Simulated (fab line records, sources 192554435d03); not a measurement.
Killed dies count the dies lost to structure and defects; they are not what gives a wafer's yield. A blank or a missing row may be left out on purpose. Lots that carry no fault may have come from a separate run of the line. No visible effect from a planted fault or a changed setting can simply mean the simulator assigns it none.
Chamber matching / flow n5 finfet / N5_BEOL_M8_DEP_56 on pecvd-03 has 3 sister chambers
The step deposits SiCN from 3MS/NH3, target thk 10 nm, time 17.5 s. 6 wafers are shown with their chamber, then 8 later ones without.

WAFERS PAIRED WITH THEIR CHAMBERS
wafer=L077.2; chamber=1; showerhead plenum p Torr (Torr)=3.669; throttle valve pct (%)=9.6
wafer=L085.2; chamber=1; showerhead plenum p Torr (Torr)=3.673; throttle valve pct (%)=9.4
wafer=L085.6; chamber=2; showerhead plenum p Torr (Torr)=3.667; throttle valve pct (%)=8.9
wafer=L086.4; chamber=2; showerhead plenum p Torr (Torr)=3.668; throttle valve pct (%)=9.1
wafer=L086.6; chamber=0; showerhead plenum p Torr (Torr)=3.690; throttle valve pct (%)=9.7
wafer=L087.1; chamber=0; showerhead plenum p Torr (Torr)=3.685; throttle valve pct (%)=9.8

WAFERS MISSING THEIR CHAMBER
wafer=L087.2; showerhead plenum p Torr (Torr)=3.664; throttle valve pct (%)=9.8
wafer=L087.5; showerhead plenum p Torr (Torr)=3.679; throttle valve pct (%)=9.7
wafer=L090.1; showerhead plenum p Torr (Torr)=3.688; throttle valve pct (%)=9.7
wafer=L090.2; showerhead plenum p Torr (Torr)=3.685; throttle valve pct (%)=9.4
wafer=L090.3; showerhead plenum p Torr (Torr)=3.661; throttle valve pct (%)=8.9
wafer=L090.4; showerhead plenum p Torr (Torr)=3.701; throttle valve pct (%)=9.7
wafer=L090.5; showerhead plenum p Torr (Torr)=3.671; throttle valve pct (%)=8.9
wafer=L090.6; showerhead plenum p Torr (Torr)=3.675; throttle valve pct (%)=9.6

WHICH CHAMBER EACH WENT THROUGH
wafer=L087.2; from the rows above=1; in truth=1
wafer=L087.5; from the rows above=can't be placed: 0 or 1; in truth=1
wafer=L090.1; from the rows above=0; in truth=0
wafer=L090.2; from the rows above=0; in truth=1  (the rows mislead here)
wafer=L090.3; from the rows above=2; in truth=2
wafer=L090.4; from the rows above=0; in truth=0
wafer=L090.5; from the rows above=2; in truth=2
wafer=L090.6; from the rows above=1; in truth=1
Correctly placed: 6 of 8. These rows do not allow placing 1 (true chamber among the candidates in 1). Placed wrongly: 1.
How it was worked out, from the rows above alone: a wafer's distance from a chamber is the root of the sum, over the readings, of the square of ((its reading less the chamber's mean) divided by the reading's scatter). If the next closest chamber is less than 2 further off than the closest, the wafer can't be placed; otherwise it belongs to the closest. A chamber's mean is the mean of its shown wafers. How the scatter is found: for the shown wafers, subtract from each reading the mean of its chamber, square and add these, divide the total by (wafers less chambers), then take the root.
